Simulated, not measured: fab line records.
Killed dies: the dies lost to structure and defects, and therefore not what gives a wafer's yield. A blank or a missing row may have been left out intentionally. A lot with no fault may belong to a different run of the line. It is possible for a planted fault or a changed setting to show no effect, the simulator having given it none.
Which of the tools did it? :: flow n5-finfet :: 33 wafers from 11 lots sampled at 3 of the route's 1938 steps

WHAT THE GAUGES SHOWED, per wafer
N5_PASSIVATION_OVL_MEAS_60. Usual: TV_OVL 3 nm, standard deviation 4.8.
lot: L306
measured: day 12 07:10
on: overlay-02
TV_OVL (nm): -4 8 0
flag: 

lot: L307
measured: day 13 06:48
on: overlay-01
TV_OVL (nm): 9 11 7
flag: 

lot: L308
measured: day 12 23:34
on: overlay-01
TV_OVL (nm): 6 2 4
flag: 

lot: L309
measured: day 13 15:52
on: overlay-01
TV_OVL (nm): 7 -1 0
flag: 

lot: L310
measured: day 13 23:43
on: overlay-01
TV_OVL (nm): -3 5 6
flag: 

lot: L311
measured: day 14 06:56
on: overlay-01
TV_OVL (nm): 1 -2 -5
flag: 

lot: L313
measured: day 14 18:55
on: overlay-01
TV_OVL (nm): 3 1 3
flag: 

lot: L314
measured: day 14 18:23
on: overlay-01
TV_OVL (nm): 13 10 0
flag: 

lot: L315
measured: day 14 19:35
on: overlay-01
TV_OVL (nm): 7 -1 0
flag: 

lot: L317
measured: day 15 05:04
on: overlay-02
TV_OVL (nm): 7 -4 3
flag: 

lot: L325
measured: day 17 01:12
on: overlay-02
TV_OVL (nm): 11 8 9
flag: 

WHAT TOOL EACH LOT RAN ON (gives the tool, then ch and the chambers of the sampled wafers, and finally the start)
lot: L306
N5_GATE_CUT_ALD_22: ald-sin-04 ch 0,1,3, day 4 12:01
N5_MIM_BOT_ETCH_ETCH_04: rie-diel-01 ch 0,2, day 12 05:32

lot: L307
N5_GATE_CUT_ALD_22: ald-sin-04 ch 0,1, day 4 21:02
N5_MIM_BOT_ETCH_ETCH_04: rie-diel-01 ch 1,2,3, day 13 04:24

lot: L308
N5_GATE_CUT_ALD_22: ald-sin-03 ch 1,2, day 5 04:35
N5_MIM_BOT_ETCH_ETCH_04: rie-diel-01 ch 0,1,2, day 12 20:13

lot: L309
N5_GATE_CUT_ALD_22: ald-sin-04 ch 1,2, day 5 05:38
N5_MIM_BOT_ETCH_ETCH_04: rie-diel-02 ch 0,2,3, day 13 14:20

lot: L310
N5_GATE_CUT_ALD_22: ald-sin-03 ch 0,3, day 5 17:22
N5_MIM_BOT_ETCH_ETCH_04: rie-diel-02 ch 0,1,2, day 13 18:53

lot: L311
N5_GATE_CUT_ALD_22: ald-sin-03 ch 0,2, day 5 20:42
N5_MIM_BOT_ETCH_ETCH_04: rie-diel-01 ch 0,2, day 14 01:51

lot: L313
N5_GATE_CUT_ALD_22: ald-sin-04 ch 1,2, day 6 12:02
N5_MIM_BOT_ETCH_ETCH_04: rie-diel-01 ch 1,2, day 14 17:38

lot: L314
N5_GATE_CUT_ALD_22: ald-sin-04 ch 1,2, day 6 13:30
N5_MIM_BOT_ETCH_ETCH_04: rie-diel-01 ch 0,2,3, day 14 16:58

lot: L315
N5_GATE_CUT_ALD_22: ald-sin-04 ch 0,1,3, day 6 22:47
N5_MIM_BOT_ETCH_ETCH_04: rie-diel-02 ch 1,3, day 14 17:58

lot: L317
N5_GATE_CUT_ALD_22: ald-sin-04 ch 0,2,3, day 7 10:01
N5_MIM_BOT_ETCH_ETCH_04: rie-diel-02 ch 1,2,3, day 15 03:41

lot: L325
N5_GATE_CUT_ALD_22: ald-sin-03 ch 0,1,3, day 9 11:05
N5_MIM_BOT_ETCH_ETCH_04: rie-diel-02 ch 0,2,3, day 16 23:21
- N5_GATE_CUT_ALD_22: deposits SiNx, target thk 16 nm, pulse time 1 s, ald cycles 320.
- N5_MIM_BOT_ETCH_ETCH_04: etches SiNx in CF4/O2, target depth 26 nm, time 13 s.

AS READ BY THE TOOLS THEMSELVES (means over the sampled wafers that have a number; for cases with no such wafer, the mark the record gives instead)
N5_GATE_CUT_ALD_22. Usual: heater-power-w 861 W, standard deviation 130; precursor-pulse-height-rel 1.000, standard deviation 0.019.
lot: L306
tool: ald-sin-04
heater-power-w (W): 804
precursor-pulse-height-rel: 1.009
flag: 

lot: L307
tool: ald-sin-04
heater-power-w (W): 836
precursor-pulse-height-rel: 1.009
flag: 

lot: L308
tool: ald-sin-03
heater-power-w (W): 786
precursor-pulse-height-rel: 0.996
flag: 

lot: L309
tool: ald-sin-04
heater-power-w (W): 915
precursor-pulse-height-rel: 0.992
flag: 

lot: L310
tool: ald-sin-03
heater-power-w (W): 980
precursor-pulse-height-rel: 0.986
flag: 

lot: L311
tool: ald-sin-03
heater-power-w (W): 1032
precursor-pulse-height-rel: 1.014
flag: 

lot: L313
tool: ald-sin-04
heater-power-w (W): 937
precursor-pulse-height-rel: 1.001
flag: 

lot: L314
tool: ald-sin-04
heater-power-w (W): 915
precursor-pulse-height-rel: 0.978
flag: 

lot: L315
tool: ald-sin-04
heater-power-w (W): 806
precursor-pulse-height-rel: 0.990
flag: 

lot: L317
tool: ald-sin-04
heater-power-w (W): 818
precursor-pulse-height-rel: 1.006
flag: 

lot: L325
tool: ald-sin-03
heater-power-w (W): 887
precursor-pulse-height-rel: 1.001
flag: 

N5_MIM_BOT_ETCH_ETCH_04. Usual: drypump-motor-current-A 5.9 A, standard deviation 0.42; oes-product-au 0.80 a.u., standard deviation 0.097; rf-vpp-V 241 V, standard deviation 7.2; showerhead-plenum-p-Torr 2.20 Torr, standard deviation 0.072; throttle-valve-pct 16.02 %, standard deviation 0.28.
lot: L306
tool: rie-diel-01
drypump-motor-current-A (A): 5.9
oes-product-au (a.u.): 0.80
rf-vpp-V (V): 241
showerhead-plenum-p-Torr (Torr): 2.29
throttle-valve-pct (%): 16.29
flag: 

lot: L307
tool: rie-diel-01
drypump-motor-current-A (A): 6.0
oes-product-au (a.u.): 0.77
rf-vpp-V (V): 242
showerhead-plenum-p-Torr (Torr): 2.22
throttle-valve-pct (%): 15.97
flag: 

lot: L308
tool: rie-diel-01
drypump-motor-current-A (A): 6.2
oes-product-au (a.u.): 0.85
rf-vpp-V (V): 239
showerhead-plenum-p-Torr (Torr): 2.28
throttle-valve-pct (%): 15.98
flag: 

lot: L309
tool: rie-diel-02
drypump-motor-current-A (A): 5.7
oes-product-au (a.u.): 0.77
rf-vpp-V (V): 238
showerhead-plenum-p-Torr (Torr): 2.18
throttle-valve-pct (%): 16.22
flag: 

lot: L310
tool: rie-diel-02
drypump-motor-current-A (A): 5.6
oes-product-au (a.u.): 0.71
rf-vpp-V (V): 242
showerhead-plenum-p-Torr (Torr): 2.16
throttle-valve-pct (%): 16.21
flag: 

lot: L311
tool: rie-diel-01
drypump-motor-current-A (A): 6.1
oes-product-au (a.u.): 0.85
rf-vpp-V (V): 235
showerhead-plenum-p-Torr (Torr): 2.31
throttle-valve-pct (%): 16.21
flag: 

lot: L313
tool: rie-diel-01
drypump-motor-current-A (A): 6.0
oes-product-au (a.u.): 0.75
rf-vpp-V (V): 246
showerhead-plenum-p-Torr (Torr): 2.25
throttle-valve-pct (%): 16.13
flag: 

lot: L314
tool: rie-diel-01
drypump-motor-current-A (A): 5.9
oes-product-au (a.u.): 0.78
rf-vpp-V (V): 238
showerhead-plenum-p-Torr (Torr): 2.25
throttle-valve-pct (%): 16.22
flag: 

lot: L315
tool: rie-diel-02
drypump-motor-current-A (A): 5.8
oes-product-au (a.u.): 0.73
rf-vpp-V (V): 244
showerhead-plenum-p-Torr (Torr): 2.10
throttle-valve-pct (%): 16.02
flag: 

lot: L317
tool: rie-diel-02
drypump-motor-current-A (A): 5.9
oes-product-au (a.u.): 0.75
rf-vpp-V (V): 245
showerhead-plenum-p-Torr (Torr): 2.15
throttle-valve-pct (%): 16.09
flag: 

lot: L325
tool: rie-diel-02
drypump-motor-current-A (A): 5.6
oes-product-au (a.u.): 0.84
rf-vpp-V (V): 238
showerhead-plenum-p-Torr (Torr): 2.18
throttle-valve-pct (%): 16.09
flag: 

THE ANSWER, worked out from the rows above alone
Rule: a lot counts as off when the mean over its wafers that have a number is more than 3 standard deviations away from the usual mean. A lot without any number at a reading at which 4 lots or more have one is off too. The other lots that the step has rows for count as sound. Order of review: gauges by route order, followed by the tools' own readings, for which a lot's mean as printed above is used. At the first step where some lot is off, the reading lying furthest off is the one used; lots without a number count as furthest.
Nothing can be told from this: no lot is off at any reading shown.

WHAT THE SIMULATOR HAD INSERTED
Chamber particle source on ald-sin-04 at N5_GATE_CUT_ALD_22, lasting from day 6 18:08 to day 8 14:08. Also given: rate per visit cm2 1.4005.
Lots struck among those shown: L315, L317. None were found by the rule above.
